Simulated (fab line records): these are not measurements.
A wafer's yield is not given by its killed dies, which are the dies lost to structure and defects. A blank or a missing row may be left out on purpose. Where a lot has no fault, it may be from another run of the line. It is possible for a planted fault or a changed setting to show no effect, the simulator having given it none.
2 desks, one fault | flow n5-finfet | each desk has only its own numbers; what lay behind them comes last

## FROM THE METROLOGY DESK
What the gauges read for every lot (on any tool): the sampled wafers with a number, averaged. The brackets show how far a lot's mean lies from the usual mean; more than 4 standard deviations puts the lot out of limits, marked OUT.
Columns: A = M14_THK at N5_BEOL_M14_THK_MEAS_50, usual 545 nm; B = M14_RS at N5_BEOL_M14_RS_MEAS_54, usual 0.0335 ohm/sq
lot  | first seen here | A   | B
L625 | day 11 16:41    | 555 | 0.0330
L632 | day 13 04:45    | 532 | 0.0341
L635 | day 14 09:49    | 544 | 0.0331
L640 | day 15 17:25    | 530 | 0.0342
L644 | day 16 14:37    | 531 | 0.0346
L645 | day 16 23:29    | 531 | 0.0346
This desk's verdict: no lot among the 6 shows anything out of limits.

## DESK OF THE TOOL OWNER: pecvd-01
The tool's own readings at N5_BEOL_M14_DEP_53 (deposits SiCN from 3MS/NH3, target thk 50 nm, time 17.8 s): means of the sampled wafers that have a number, for each lot that ran on this tool. The brackets show how far a lot's mean lies from the usual mean; more than 4 standard deviations puts the lot out of limits, marked OUT.
Columns: A = rf-fwd-power-W at N5_BEOL_M14_DEP_53, usual 666 W; B = showerhead-plenum-p-Torr at N5_BEOL_M14_DEP_53, usual 4.169 Torr; C = showerhead-vpp-V at N5_BEOL_M14_DEP_53, usual 1601 V; D = throttle-valve-pct at N5_BEOL_M14_DEP_53, usual 17.8 %
lot  | first seen here | A   | B     | C    | D
L632 | day 13 04:49    | 670 | 4.162 | 1635 | 18.2
L635 | day 14 09:53    | 667 | 4.165 | 1594 | 18.5
L644 | day 16 14:41    | 670 | 4.174 | 1641 | 18.2
This desk's verdict: no lot among the 3 shows anything out of limits.

## TAKEN TOGETHER
The metrology desk saw nothing out of limits.
The tool owner's desk saw nothing out of limits.

## WHAT HAD BEEN PUT IN BY THE SIMULATOR
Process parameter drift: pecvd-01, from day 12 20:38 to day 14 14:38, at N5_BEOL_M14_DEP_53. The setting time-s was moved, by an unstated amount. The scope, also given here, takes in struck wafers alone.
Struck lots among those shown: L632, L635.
